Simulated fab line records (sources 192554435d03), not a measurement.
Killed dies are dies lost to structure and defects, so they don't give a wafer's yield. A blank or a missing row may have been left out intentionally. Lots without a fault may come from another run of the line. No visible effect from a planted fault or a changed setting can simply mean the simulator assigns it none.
Which tool did it? :: flow n5 finfet :: Sampling: 24 lots, 72 wafers, 6 of 1938 route steps

== WHAT THE GAUGES SHOWED, per wafer ==
N5_GATE_CUT_CD_MEAS_13: target cd 20 nm.
lot: L074
measured: day 4 14:00
on: cd sem-01
cd nm (nm): 19.6 19.6 20.0

lot: L075
measured: day 4 20:16
on: cd sem-02
cd nm (nm): 20.1 20.4 20.5

lot: L076
measured: day 5 00:47
on: cd sem-01
cd nm (nm): 20.3 20.1 20.1

lot: L077
measured: day 5 07:24
on: cd sem-03
cd nm (nm): 19.7 19.9 19.5

lot: L078
measured: day 5 16:34
on: cd sem-01
cd nm (nm): 20.5 20.1 20.2

lot: L079
measured: day 6 05:05
on: cd sem-02
cd nm (nm): 19.6 19.6 19.5

lot: L080
measured: day 6 07:14
on: cd sem-02
cd nm (nm): 20.6 20.4 20.2

lot: L081
measured: day 6 12:13
on: cd sem-02
cd nm (nm): 20.0 19.9 20.3

lot: L082
measured: day 6 13:14
on: cd sem-03
cd nm (nm): 20.2 19.7 20.2

lot: L083
measured: day 6 19:47
on: cd sem-02
cd nm (nm): 20.7 20.4 20.4

lot: L084
measured: day 6 23:07
on: cd sem-02
cd nm (nm): 19.9 20.1 20.0

lot: L085
measured: day 7 06:59
on: cd sem-01
cd nm (nm): 19.7 19.3 19.8

lot: L086
measured: day 7 13:04
on: cd sem-01
cd nm (nm): 20.0 19.8 19.6

lot: L087
measured: day 7 16:49
on: cd sem-02
cd nm (nm): 19.7 19.7 20.4

lot: L088
measured: day 8 02:02
on: cd sem-02
cd nm (nm): 20.1 20.5 20.3

lot: L089
measured: day 8 12:08
on: cd sem-02
cd nm (nm): 20.2 19.8 20.1

lot: L090
measured: day 8 20:17
on: cd sem-02
cd nm (nm): 20.3 19.8 20.4

lot: L092
measured: day 9 00:09
on: cd sem-03
cd nm (nm): 20.3 19.7 20.8

lot: L091
measured: day 9 01:01
on: cd sem-01
cd nm (nm): 20.3 20.3 20.4

lot: L093
measured: day 9 06:58
on: cd sem-01
cd nm (nm): 19.9 19.5 19.9

lot: L094
measured: day 9 16:43
on: cd sem-03
cd nm (nm): 19.4 19.6 19.7

lot: L095
measured: day 10 03:06
on: cd sem-03
cd nm (nm): 19.6 20.0 19.6

lot: L097
measured: day 10 13:40
on: cd sem-01
cd nm (nm): 20.2 20.0 19.9

lot: L096
measured: day 10 16:56
on: cd sem-02
cd nm (nm): 20.1 20.1 20.1

N5_GATE_CUT_INSPECT_15: inspects for defects (brightfield).
lot: L074
measured: day 4 14:05
on: defect inspect-01
raw defect count: 83 114 85

lot: L075
measured: day 4 20:20
on: defect inspect-01
raw defect count: 77 74 65

lot: L076
measured: day 5 00:53
on: defect inspect-02
raw defect count: 151 116 95

lot: L077
measured: day 5 07:29
on: defect inspect-02
raw defect count: 143 195 198

lot: L078
measured: day 5 16:40
on: defect inspect-02
raw defect count: 195 261 168

lot: L079
measured: day 6 05:10
on: defect inspect-02
raw defect count: 123 142 121

lot: L080
measured: day 6 07:19
on: defect inspect-01
raw defect count: 120 137 204

lot: L081
measured: day 6 12:18
on: defect inspect-02
raw defect count: 94 89 85

lot: L082
measured: day 6 13:19
on: defect inspect-02
raw defect count: 129 105 102

lot: L083
measured: day 6 19:53
on: defect inspect-01
raw defect count: 79 88 135

lot: L084
measured: day 6 23:13
on: defect inspect-02
raw defect count: 82 125 133

lot: L085
measured: day 7 07:05
on: defect inspect-02
raw defect count: 133 205 177

lot: L086
measured: day 7 13:09
on: defect inspect-02
raw defect count: 131 126 172

lot: L087
measured: day 7 16:53
on: defect inspect-02
raw defect count: 80 73 118

lot: L088
measured: day 8 02:07
on: defect inspect-02
raw defect count: 105 151 130

lot: L089
measured: day 8 12:14
on: defect inspect-02
raw defect count: 68 120 129

lot: L090
measured: day 8 20:22
on: defect inspect-02
raw defect count: 131 142 133

lot: L092
measured: day 9 00:14
on: defect inspect-01
raw defect count: 89 62 84

lot: L091
measured: day 9 01:06
on: defect inspect-02
raw defect count: 127 87 100

lot: L093
measured: day 9 07:03
on: defect inspect-02
raw defect count: 205 133 213

lot: L094
measured: day 9 16:48
on: defect inspect-02
raw defect count: 168 174 116

lot: L095
measured: day 10 03:11
on: defect inspect-02
raw defect count: 83 186 157

lot: L097
measured: day 10 13:46
on: defect inspect-01
raw defect count: 124 123 130

lot: L096
measured: day 10 17:02
on: defect inspect-01
raw defect count: 75 89 124

N5_MOL_CONTACT_COAG_CD_MEAS_08: target cd 28 nm.
lot: L074
measured: day 4 18:13
on: cd sem-03
cd nm (nm): 27.94 28.09 28.48

lot: L075
measured: day 5 00:10
on: cd sem-01
cd nm (nm): 28.04 27.94 27.98

lot: L076
measured: day 5 05:15
on: cd sem-02
cd nm (nm): 27.99 27.77 28.30

lot: L077
measured: day 5 11:28
on: cd sem-03
cd nm (nm): 27.96 27.76 27.95

lot: L078
measured: day 5 20:46
on: cd sem-01
cd nm (nm): 28.16 27.69 28.28

lot: L079
measured: day 6 09:00
on: cd sem-01
cd nm (nm): 27.94 28.16 28.27

lot: L080
measured: day 6 11:06
on: cd sem-02
cd nm (nm): 27.60 28.39 27.73

lot: L081
measured: day 6 16:24
on: cd sem-03
cd nm (nm): 27.90 27.79 27.75

lot: L082
measured: day 6 17:38
on: cd sem-01
cd nm (nm): 28.07 28.04 27.84

lot: L083
measured: day 6 23:35
on: cd sem-01
cd nm (nm): 28.70 28.17 28.05

lot: L084
measured: day 7 02:55
on: cd sem-03
cd nm (nm): 28.06 28.17 27.56

lot: L085
measured: day 7 10:56
on: cd sem-03
cd nm (nm): 27.94 28.22 28.18

lot: L086
measured: day 7 16:51
on: cd sem-03
cd nm (nm): 28.16 27.52 27.63

lot: L087
measured: day 7 20:35
on: cd sem-02
cd nm (nm): 27.82 27.71 27.85

lot: L088
measured: day 8 05:49
on: cd sem-02
cd nm (nm): 28.14 27.61 27.95

lot: L089
measured: day 8 15:56
on: cd sem-01
cd nm (nm): 27.89 28.21 28.28

lot: L090
measured: day 9 02:12
on: cd sem-02
cd nm (nm): 27.52 27.81 28.19

lot: L092
measured: day 9 04:05
on: cd sem-01
cd nm (nm): 27.53 28.03 27.97

lot: L091
measured: day 9 04:54
on: cd sem-01
cd nm (nm): 28.11 28.01 27.72

lot: L093
measured: day 9 11:07
on: cd sem-03
cd nm (nm): 28.12 28.01 27.96

lot: L094
measured: day 9 20:39
on: cd sem-03
cd nm (nm): 28.36 28.06 27.90

lot: L095
measured: day 10 08:11
on: cd sem-01
cd nm (nm): 28.18 27.73 27.85

lot: L097
measured: day 10 17:34
on: cd sem-03
cd nm (nm): 27.89 28.44 28.36

lot: L096
measured: day 10 20:43
on: cd sem-02
cd nm (nm): 27.97 27.72 28.15

== WHICH TOOL RAN EACH LOT (tool, then ch and the chambers of the sampled wafers, then the start) ==
lot: L074
N5_GATE_CUT_ETCH_36: rie diel-04 ch 0,1,3, day 4 14:11
N5_GATE_CUT_STRIP_41: rie diel-04 ch 0,1,3, day 4 14:21
N5_GATE_CUT_CUT_ETCH_55: rie metal-03 ch 0,1, day 4 14:39

lot: L075
N5_GATE_CUT_ETCH_36: rie diel-05 ch 1,2,3, day 4 20:26
N5_GATE_CUT_STRIP_41: rie diel-05 ch 1,2,3, day 4 20:36
N5_GATE_CUT_CUT_ETCH_55: rie metal-02 ch 0,1, day 4 20:53

lot: L076
N5_GATE_CUT_ETCH_36: rie diel-04 ch 0,1,3, day 5 01:05
N5_GATE_CUT_STRIP_41: rie diel-04 ch 0,1,3, day 5 01:15
N5_GATE_CUT_CUT_ETCH_55: rie metal-01 ch 0,1, day 5 01:32

lot: L077
N5_GATE_CUT_ETCH_36: rie diel-01 ch 2,3, day 5 07:35
N5_GATE_CUT_STRIP_41: rie diel-01 ch 2,3, day 5 07:45
N5_GATE_CUT_CUT_ETCH_55: rie metal-02 ch 0, day 5 08:10

lot: L078
N5_GATE_CUT_ETCH_36: rie diel-04 ch 0,2,3, day 5 16:46
N5_GATE_CUT_STRIP_41: rie diel-04 ch 0,2,3, day 5 16:56
N5_GATE_CUT_CUT_ETCH_55: rie metal-02 ch 0, day 5 17:20

lot: L079
N5_GATE_CUT_ETCH_36: rie diel-04 ch 0,1, day 6 05:16
N5_GATE_CUT_STRIP_41: rie diel-04 ch 0,1, day 6 05:26
N5_GATE_CUT_CUT_ETCH_55: rie metal-01 ch 0,1, day 6 05:44

lot: L080
N5_GATE_CUT_ETCH_36: rie diel-04 ch 2,3, day 6 07:29
N5_GATE_CUT_STRIP_41: rie diel-04 ch 2,3, day 6 07:39
N5_GATE_CUT_CUT_ETCH_55: rie metal-03 ch 0,1, day 6 07:56

lot: L081
N5_GATE_CUT_ETCH_36: rie diel-04 ch 0,1,2, day 6 12:23
N5_GATE_CUT_STRIP_41: rie diel-04 ch 0,1,2, day 6 12:34
N5_GATE_CUT_CUT_ETCH_55: rie metal-03 ch 1, day 6 12:59

lot: L082
N5_GATE_CUT_ETCH_36: rie diel-01 ch 0,1,3, day 6 13:25
N5_GATE_CUT_STRIP_41: rie diel-01 ch 0,1,3, day 6 13:35
N5_GATE_CUT_CUT_ETCH_55: rie metal-03 ch 1, day 6 13:59

lot: L083
N5_GATE_CUT_ETCH_36: rie diel-04 ch 0,1,2, day 6 19:58
N5_GATE_CUT_STRIP_41: rie diel-04 ch 0,1,2, day 6 20:08
N5_GATE_CUT_CUT_ETCH_55: rie metal-02 ch 0,1, day 6 20:26

lot: L084
N5_GATE_CUT_ETCH_36: rie diel-04 ch 1,3, day 6 23:18
N5_GATE_CUT_STRIP_41: rie diel-04 ch 1,3, day 6 23:28
N5_GATE_CUT_CUT_ETCH_55: rie metal-02 ch 0,1, day 6 23:46

lot: L085
N5_GATE_CUT_ETCH_36: rie diel-04 ch 0,1,2, day 7 07:20
N5_GATE_CUT_STRIP_41: rie diel-04 ch 0,1,2, day 7 07:30
N5_GATE_CUT_CUT_ETCH_55: rie metal-02 ch 0,1, day 7 07:47

lot: L086
N5_GATE_CUT_ETCH_36: rie diel-05 ch 1,2, day 7 13:14
N5_GATE_CUT_STRIP_41: rie diel-05 ch 1,2, day 7 13:24
N5_GATE_CUT_CUT_ETCH_55: rie metal-01 ch 0,1, day 7 13:42

lot: L087
N5_GATE_CUT_ETCH_36: rie diel-01 ch 1,2, day 7 16:59
N5_GATE_CUT_STRIP_41: rie diel-01 ch 1,2, day 7 17:09
N5_GATE_CUT_CUT_ETCH_55: rie metal-01 ch 0,1, day 7 17:27

lot: L088
N5_GATE_CUT_ETCH_36: rie diel-04 ch 0,1,3, day 8 02:13
N5_GATE_CUT_STRIP_41: rie diel-04 ch 0,1,3, day 8 02:23
N5_GATE_CUT_CUT_ETCH_55: rie metal-02 ch 0, day 8 02:40

lot: L089
N5_GATE_CUT_ETCH_36: rie diel-04 ch 0,1,2, day 8 12:19
N5_GATE_CUT_STRIP_41: rie diel-04 ch 0,1,2, day 8 12:29
N5_GATE_CUT_CUT_ETCH_55: rie metal-01 ch 1, day 8 12:47

lot: L090
N5_GATE_CUT_ETCH_36: rie diel-05 ch 0,1, day 8 20:28
N5_GATE_CUT_STRIP_41: rie diel-05 ch 0,1, day 8 20:38
N5_GATE_CUT_CUT_ETCH_55: rie metal-03 ch 0,1, day 8 20:56

lot: L092
N5_GATE_CUT_ETCH_36: rie diel-05 ch 0,1,2, day 9 00:21
N5_GATE_CUT_STRIP_41: rie diel-05 ch 0,1,2, day 9 00:31
N5_GATE_CUT_CUT_ETCH_55: rie metal-03 ch 0,1, day 9 00:49

lot: L091
N5_GATE_CUT_ETCH_36: rie diel-04 ch 0,1,2, day 9 01:12
N5_GATE_CUT_STRIP_41: rie diel-04 ch 0,1,2, day 9 01:22
N5_GATE_CUT_CUT_ETCH_55: rie metal-03 ch 0,1, day 9 01:42

lot: L093
N5_GATE_CUT_ETCH_36: rie diel-04 ch 0,2, day 9 07:12
N5_GATE_CUT_STRIP_41: rie diel-04 ch 0,2, day 9 07:22
N5_GATE_CUT_CUT_ETCH_55: rie metal-03 ch 0,1, day 9 07:40

lot: L094
N5_GATE_CUT_ETCH_36: rie diel-05 ch 1,2, day 9 16:55
N5_GATE_CUT_STRIP_41: rie diel-05 ch 1,2, day 9 17:05
N5_GATE_CUT_CUT_ETCH_55: rie metal-02 ch 0,1, day 9 17:23

lot: L095
N5_GATE_CUT_ETCH_36: rie diel-04 ch 1,2,3, day 10 03:31
N5_GATE_CUT_STRIP_41: rie diel-04 ch 1,2,3, day 10 03:41
N5_GATE_CUT_CUT_ETCH_55: rie metal-02 ch 0,1, day 10 03:59

lot: L097
N5_GATE_CUT_ETCH_36: rie diel-01 ch 0,1,2, day 10 13:50
N5_GATE_CUT_STRIP_41: rie diel-01 ch 0,1,2, day 10 14:01
N5_GATE_CUT_CUT_ETCH_55: rie metal-02 ch 0,1, day 10 14:18

lot: L096
N5_GATE_CUT_ETCH_36: rie diel-05 ch 0,2,3, day 10 17:07
N5_GATE_CUT_STRIP_41: rie diel-05 ch 0,2,3, day 10 17:17
N5_GATE_CUT_CUT_ETCH_55: rie metal-03 ch 0,1, day 10 17:35
- N5_GATE_CUT_ETCH_36: etches SiARC in CF4, target depth 13 nm, time 21.7 s.
- N5_GATE_CUT_STRIP_41: strips in CF4.
- N5_GATE_CUT_CUT_ETCH_55: etches HfO2 in BCl3, target depth 3.2 nm.

== WHAT THE TOOLS THEMSELVES READ (means of the sampled wafers that have a number; where no wafer has one, the mark that the record gives instead) ==
N5_GATE_CUT_ETCH_36.
lot: L074
tool: rie diel-04
cf4 flow sccm (sccm): 100.05
drypump motor current A (A): 5.9
etch rf on time s (s): 21.9
oes product au (a.u.): 0.61
rf vpp V (V): 184.9
showerhead plenum p Torr (Torr): 2.21
throttle valve pct (%): 15.8

lot: L075
tool: rie diel-05
cf4 flow sccm (sccm): 100.14
drypump motor current A (A): 5.5
etch rf on time s (s): 22.0
oes product au (a.u.): 0.63
rf vpp V (V): 184.2
showerhead plenum p Torr (Torr): 2.14
throttle valve pct (%): 15.5

lot: L076
tool: rie diel-04
cf4 flow sccm (sccm): 99.93
drypump motor current A (A): 5.9
etch rf on time s (s): 21.6
oes product au (a.u.): 0.61
rf vpp V (V): 184.8
showerhead plenum p Torr (Torr): 2.21
throttle valve pct (%): 15.8

lot: L077
tool: rie diel-01
cf4 flow sccm (sccm): 99.83
drypump motor current A (A): 5.5
etch rf on time s (s): 22.2
oes product au (a.u.): 0.61
rf vpp V (V): 182.5
showerhead plenum p Torr (Torr): 2.10
throttle valve pct (%): 15.8

lot: L078
tool: rie diel-04
cf4 flow sccm (sccm): 99.86
drypump motor current A (A): 5.9
etch rf on time s (s): 21.7
oes product au (a.u.): 0.68
rf vpp V (V): 183.5
showerhead plenum p Torr (Torr): 2.17
throttle valve pct (%): 15.6

lot: L079
tool: rie diel-04
cf4 flow sccm (sccm): 99.93
drypump motor current A (A): 5.8
etch rf on time s (s): 21.9
oes product au (a.u.): 0.60
rf vpp V (V): 185.4
showerhead plenum p Torr (Torr): 2.21
throttle valve pct (%): 15.8

lot: L080
tool: rie diel-04
cf4 flow sccm (sccm): 99.66
drypump motor current A (A): 6.0
etch rf on time s (s): 21.7
oes product au (a.u.): 0.66
rf vpp V (V): 184.5
showerhead plenum p Torr (Torr): 2.17
throttle valve pct (%): 15.6

lot: L081
tool: rie diel-04
cf4 flow sccm (sccm): 100.11
drypump motor current A (A): 6.0
etch rf on time s (s): 21.6
oes product au (a.u.): 0.67
rf vpp V (V): 185.1
showerhead plenum p Torr (Torr): 2.17
throttle valve pct (%): 15.5

lot: L082
tool: rie diel-01
cf4 flow sccm (sccm): 100.06
drypump motor current A (A): 5.5
etch rf on time s (s): 21.5
oes product au (a.u.): 0.67
rf vpp V (V): 183.3
showerhead plenum p Torr (Torr): 2.12
throttle valve pct (%): 15.5

lot: L083
tool: rie diel-04
cf4 flow sccm (sccm): 100.13
drypump motor current A (A): 6.0
etch rf on time s (s): 21.4
oes product au (a.u.): 0.67
rf vpp V (V): 184.0
showerhead plenum p Torr (Torr): 2.17
throttle valve pct (%): 15.6

lot: L084
tool: rie diel-04
cf4 flow sccm (sccm): 100.04
drypump motor current A (A): 6.1
etch rf on time s (s): 21.6
oes product au (a.u.): 0.61
rf vpp V (V): 183.5
showerhead plenum p Torr (Torr): 2.21
throttle valve pct (%): 15.9

lot: L085
tool: rie diel-04
cf4 flow sccm (sccm): 99.94
drypump motor current A (A): 6.1
etch rf on time s (s): 21.5
oes product au (a.u.): 0.66
rf vpp V (V): 184.4
showerhead plenum p Torr (Torr): 2.17
throttle valve pct (%): 15.6

lot: L086
tool: rie diel-05
cf4 flow sccm (sccm): 99.79
drypump motor current A (A): 5.4
etch rf on time s (s): 21.7
oes product au (a.u.): 0.64
rf vpp V (V): 183.9
showerhead plenum p Torr (Torr): 2.13
throttle valve pct (%): 15.5

lot: L087
tool: rie diel-01
cf4 flow sccm (sccm): 100.21
drypump motor current A (A): 5.5
etch rf on time s (s): 21.7
oes product au (a.u.): 0.62
rf vpp V (V): 184.5
showerhead plenum p Torr (Torr): 2.12
throttle valve pct (%): 15.8

lot: L088
tool: rie diel-04
cf4 flow sccm (sccm): 99.89
drypump motor current A (A): 5.9
etch rf on time s (s): 22.1
oes product au (a.u.): 0.59
rf vpp V (V): 185.4
showerhead plenum p Torr (Torr): 2.20
throttle valve pct (%): 15.9

lot: L089
tool: rie diel-04
cf4 flow sccm (sccm): 100.44
drypump motor current A (A): 6.0
etch rf on time s (s): 21.3
oes product au (a.u.): 0.66
rf vpp V (V): 184.8
showerhead plenum p Torr (Torr): 2.16
throttle valve pct (%): 15.6

lot: L090
tool: rie diel-05
cf4 flow sccm (sccm): 99.73
drypump motor current A (A): 5.3
etch rf on time s (s): 21.5
oes product au (a.u.): 0.69
rf vpp V (V): 185.3
showerhead plenum p Torr (Torr): 2.19
throttle valve pct (%): 15.4

lot: L092
tool: rie diel-05
cf4 flow sccm (sccm): 100.12
drypump motor current A (A): 5.5
etch rf on time s (s): 21.7
oes product au (a.u.): 0.67
rf vpp V (V): 184.2
showerhead plenum p Torr (Torr): 2.18
throttle valve pct (%): 15.5

lot: L091
tool: rie diel-04
cf4 flow sccm (sccm): 99.96
drypump motor current A (A): 6.0
etch rf on time s (s): 21.7
oes product au (a.u.): 0.65
rf vpp V (V): 184.3
showerhead plenum p Torr (Torr): 2.16
throttle valve pct (%): 15.6

lot: L093
tool: rie diel-04
cf4 flow sccm (sccm): 100.38
drypump motor current A (A): 6.0
etch rf on time s (s): 21.2
oes product au (a.u.): 0.71
rf vpp V (V): 184.0
showerhead plenum p Torr (Torr): 2.12
throttle valve pct (%): 15.3

lot: L094
tool: rie diel-05
cf4 flow sccm (sccm): 99.82
drypump motor current A (A): 5.4
etch rf on time s (s): 21.7
oes product au (a.u.): 0.63
rf vpp V (V): 183.7
showerhead plenum p Torr (Torr): 2.13
throttle valve pct (%): 15.5

lot: L095
tool: rie diel-04
cf4 flow sccm (sccm): 100.25
drypump motor current A (A): 6.1
etch rf on time s (s): 21.7
oes product au (a.u.): 0.71
rf vpp V (V): 184.2
showerhead plenum p Torr (Torr): 2.16
throttle valve pct (%): 15.4

lot: L097
tool: rie diel-01
cf4 flow sccm (sccm): 100.16
drypump motor current A (A): 5.4
etch rf on time s (s): 21.8
oes product au (a.u.): 0.64
rf vpp V (V): 183.7
showerhead plenum p Torr (Torr): 2.14
throttle valve pct (%): 15.7

lot: L096
tool: rie diel-05
cf4 flow sccm (sccm): 100.23
drypump motor current A (A): 5.6
etch rf on time s (s): 22.4
oes product au (a.u.): 0.63
rf vpp V (V): 184.4
showerhead plenum p Torr (Torr): 2.17
throttle valve pct (%): 15.7

N5_GATE_CUT_STRIP_41.
lot: L074
tool: rie diel-04
cf4 flow sccm (sccm): 150.1
drypump motor current A (A): 5.9
oes product au (a.u.): 0.167
rf vpp V (V): 272.4
showerhead plenum p Torr (Torr): 1.86
throttle valve pct (%): 13.8

lot: L075
tool: rie diel-05
cf4 flow sccm (sccm): 150.0
drypump motor current A (A): 5.6
oes product au (a.u.): 0.174
rf vpp V (V): 270.8
showerhead plenum p Torr (Torr): 1.79
throttle valve pct (%): 13.5

lot: L076
tool: rie diel-04
cf4 flow sccm (sccm): 149.7
drypump motor current A (A): 6.0
oes product au (a.u.): 0.164
rf vpp V (V): 272.0
showerhead plenum p Torr (Torr): 1.85
throttle valve pct (%): 13.8

lot: L077
tool: rie diel-01
cf4 flow sccm (sccm): 150.1
drypump motor current A (A): 5.5
oes product au (a.u.): 0.169
rf vpp V (V): 270.0
showerhead plenum p Torr (Torr): 1.75
throttle valve pct (%): 13.8

lot: L078
tool: rie diel-04
cf4 flow sccm (sccm): 149.8
drypump motor current A (A): 5.9
oes product au (a.u.): 0.186
rf vpp V (V): 272.7
showerhead plenum p Torr (Torr): 1.82
throttle valve pct (%): 13.5

lot: L079
tool: rie diel-04
cf4 flow sccm (sccm): 150.6
drypump motor current A (A): 5.8
oes product au (a.u.): 0.164
rf vpp V (V): 272.4
showerhead plenum p Torr (Torr): 1.85
throttle valve pct (%): 13.8

lot: L080
tool: rie diel-04
cf4 flow sccm (sccm): 149.9
drypump motor current A (A): 6.0
oes product au (a.u.): 0.182
rf vpp V (V): 271.8
showerhead plenum p Torr (Torr): 1.82
throttle valve pct (%): 13.6

lot: L081
tool: rie diel-04
cf4 flow sccm (sccm): 150.3
drypump motor current A (A): 6.1
oes product au (a.u.): 0.180
rf vpp V (V): 271.6
showerhead plenum p Torr (Torr): 1.81
throttle valve pct (%): 13.5

lot: L082
tool: rie diel-01
cf4 flow sccm (sccm): 150.1
drypump motor current A (A): 5.5
oes product au (a.u.): 0.178
rf vpp V (V): 270.6
showerhead plenum p Torr (Torr): 1.78
throttle valve pct (%): 13.5

lot: L083
tool: rie diel-04
cf4 flow sccm (sccm): 150.2
drypump motor current A (A): 6.0
oes product au (a.u.): 0.178
rf vpp V (V): 271.6
showerhead plenum p Torr (Torr): 1.81
throttle valve pct (%): 13.5

lot: L084
tool: rie diel-04
cf4 flow sccm (sccm): 149.8
drypump motor current A (A): 6.2
oes product au (a.u.): 0.162
rf vpp V (V): 272.1
showerhead plenum p Torr (Torr): 1.85
throttle valve pct (%): 13.9

lot: L085
tool: rie diel-04
cf4 flow sccm (sccm): 150.1
drypump motor current A (A): 6.1
oes product au (a.u.): 0.177
rf vpp V (V): 272.2
showerhead plenum p Torr (Torr): 1.81
throttle valve pct (%): 13.6

lot: L086
tool: rie diel-05
cf4 flow sccm (sccm): 149.9
drypump motor current A (A): 5.4
oes product au (a.u.): 0.170
rf vpp V (V): 271.0
showerhead plenum p Torr (Torr): 1.78
throttle valve pct (%): 13.4

lot: L087
tool: rie diel-01
cf4 flow sccm (sccm): 149.8
drypump motor current A (A): 5.5
oes product au (a.u.): 0.169
rf vpp V (V): 270.8
showerhead plenum p Torr (Torr): 1.79
throttle valve pct (%): 13.7

lot: L088
tool: rie diel-04
cf4 flow sccm (sccm): 149.9
drypump motor current A (A): 5.9
oes product au (a.u.): 0.164
rf vpp V (V): 272.6
showerhead plenum p Torr (Torr): 1.85
throttle valve pct (%): 13.9

lot: L089
tool: rie diel-04
cf4 flow sccm (sccm): 149.9
drypump motor current A (A): 6.0
oes product au (a.u.): 0.178
rf vpp V (V): 271.1
showerhead plenum p Torr (Torr): 1.81
throttle valve pct (%): 13.6

lot: L090
tool: rie diel-05
cf4 flow sccm (sccm): 150.0
drypump motor current A (A): 5.3
oes product au (a.u.): 0.180
rf vpp V (V): 272.5
showerhead plenum p Torr (Torr): 1.83
throttle valve pct (%): 13.4

lot: L092
tool: rie diel-05
cf4 flow sccm (sccm): 150.2
drypump motor current A (A): 5.5
oes product au (a.u.): 0.183
rf vpp V (V): 272.1
showerhead plenum p Torr (Torr): 1.82
throttle valve pct (%): 13.5

lot: L091
tool: rie diel-04
cf4 flow sccm (sccm): 149.8
drypump motor current A (A): 6.0
oes product au (a.u.): 0.173
rf vpp V (V): 271.3
showerhead plenum p Torr (Torr): 1.81
throttle valve pct (%): 13.6

lot: L093
tool: rie diel-04
cf4 flow sccm (sccm): 149.6
drypump motor current A (A): 6.0
oes product au (a.u.): 0.184
rf vpp V (V): 270.9
showerhead plenum p Torr (Torr): 1.78
throttle valve pct (%): 13.3

lot: L094
tool: rie diel-05
cf4 flow sccm (sccm): 149.9
drypump motor current A (A): 5.4
oes product au (a.u.): 0.174
rf vpp V (V): 270.9
showerhead plenum p Torr (Torr): 1.78
throttle valve pct (%): 13.5

lot: L095
tool: rie diel-04
cf4 flow sccm (sccm): 150.1
drypump motor current A (A): 6.1
oes product au (a.u.): 0.189
rf vpp V (V): 271.2
showerhead plenum p Torr (Torr): 1.82
throttle valve pct (%): 13.4

lot: L097
tool: rie diel-01
cf4 flow sccm (sccm): 149.7
drypump motor current A (A): 5.4
oes product au (a.u.): 0.170
rf vpp V (V): 271.0
showerhead plenum p Torr (Torr): 1.78
throttle valve pct (%): 13.8

lot: L096
tool: rie diel-05
cf4 flow sccm (sccm): 150.3
drypump motor current A (A): 5.6
oes product au (a.u.): 0.174
rf vpp V (V): 271.3
showerhead plenum p Torr (Torr): 1.81
throttle valve pct (%): 13.6

N5_GATE_CUT_CUT_ETCH_55.
lot: L074
tool: rie metal-03
drypump motor current A (A): 5.0
oes product au (a.u.): 0.78
throttle valve pct (%): 32.7

lot: L075
tool: rie metal-02
drypump motor current A (A): 5.9
oes product au (a.u.): 0.71
throttle valve pct (%): 33.4

lot: L076
tool: rie metal-01
drypump motor current A (A): 5.9
oes product au (a.u.): 0.77
throttle valve pct (%): 33.3

lot: L077
tool: rie metal-02
drypump motor current A (A): 6.1
oes product au (a.u.): 0.76
throttle valve pct (%): 33.5

lot: L078
tool: rie metal-02
drypump motor current A (A): 6.1
oes product au (a.u.): 0.76
throttle valve pct (%): 33.5

lot: L079
tool: rie metal-01
drypump motor current A (A): 6.1
oes product au (a.u.): 0.85
throttle valve pct (%): 33.2

lot: L080
tool: rie metal-03
drypump motor current A (A): 5.0
oes product au (a.u.): 0.77
throttle valve pct (%): 32.8

lot: L081
tool: rie metal-03
drypump motor current A (A): 5.9
oes product au (a.u.): 0.70
throttle valve pct (%): 32.3

lot: L082
tool: rie metal-03
drypump motor current A (A): 5.9
oes product au (a.u.): 0.70
throttle valve pct (%): 32.3

lot: L083
tool: rie metal-02
drypump motor current A (A): 5.8
oes product au (a.u.): 0.90
throttle valve pct (%): 33.2

lot: L084
tool: rie metal-02
drypump motor current A (A): 5.8
oes product au (a.u.): 0.90
throttle valve pct (%): 33.3

lot: L085
tool: rie metal-02
drypump motor current A (A): 5.8
oes product au (a.u.): 0.89
throttle valve pct (%): 33.3

lot: L086
tool: rie metal-01
drypump motor current A (A): 5.9
oes product au (a.u.): 0.75
throttle valve pct (%): 33.3

lot: L087
tool: rie metal-01
drypump motor current A (A): 5.9
oes product au (a.u.): 0.74
throttle valve pct (%): 33.3

lot: L088
tool: rie metal-02
drypump motor current A (A): 6.1
oes product au (a.u.): 0.75
throttle valve pct (%): 33.5

lot: L089
tool: rie metal-01
drypump motor current A (A): 5.8
oes product au (a.u.): 0.65
throttle valve pct (%): 33.5

lot: L090
tool: rie metal-03
drypump motor current A (A): 5.5
oes product au (a.u.): 0.73
throttle valve pct (%): 32.5

lot: L092
tool: rie metal-03
drypump motor current A (A): 5.5
oes product au (a.u.): 0.73
throttle valve pct (%): 32.5

lot: L091
tool: rie metal-03
drypump motor current A (A): 5.1
oes product au (a.u.): 0.76
throttle valve pct (%): 32.8

lot: L093
tool: rie metal-03
drypump motor current A (A): 5.5
oes product au (a.u.): 0.72
throttle valve pct (%): 32.5

lot: L094
tool: rie metal-02
drypump motor current A (A): 5.8
oes product au (a.u.): 0.85
throttle valve pct (%): 33.3

lot: L095
tool: rie metal-02
drypump motor current A (A): 5.9
oes product au (a.u.): 0.80
throttle valve pct (%): 33.4

lot: L097
tool: rie metal-02
drypump motor current A (A): 5.8
oes product au (a.u.): 0.85
throttle valve pct (%): 33.3

lot: L096
tool: rie metal-03
drypump motor current A (A): 5.0
oes product au (a.u.): 0.75
throttle valve pct (%): 32.8

== THE ANSWER, worked out from the rows above alone ==
Rule: the lots themselves supply what counts as usual. Put in order of their means at a reading, lots are off if they are a third of the lots or fewer, leave a main group of 4 or more, and stand apart from it by a gap of 3 or more times the standard deviation of the main group's means; of several such gaps the widest counts. If all means in a main group match to the digits the tables above print for the reading, that group is not used. Also off: a lot with no number at a reading for which 4 or more lots have one. All remaining lots with rows at the step are treated as sound. First the gauges in route order, then the tools' own readings, where a lot's mean is used as printed above. The first step at which some lot is off is used, and at that step the reading that is off furthest; a lot without a number counts as furthest.
No lot is off at any reading shown: from this, nothing can be told.

== WHAT THE SIMULATOR HAD INSERTED ==
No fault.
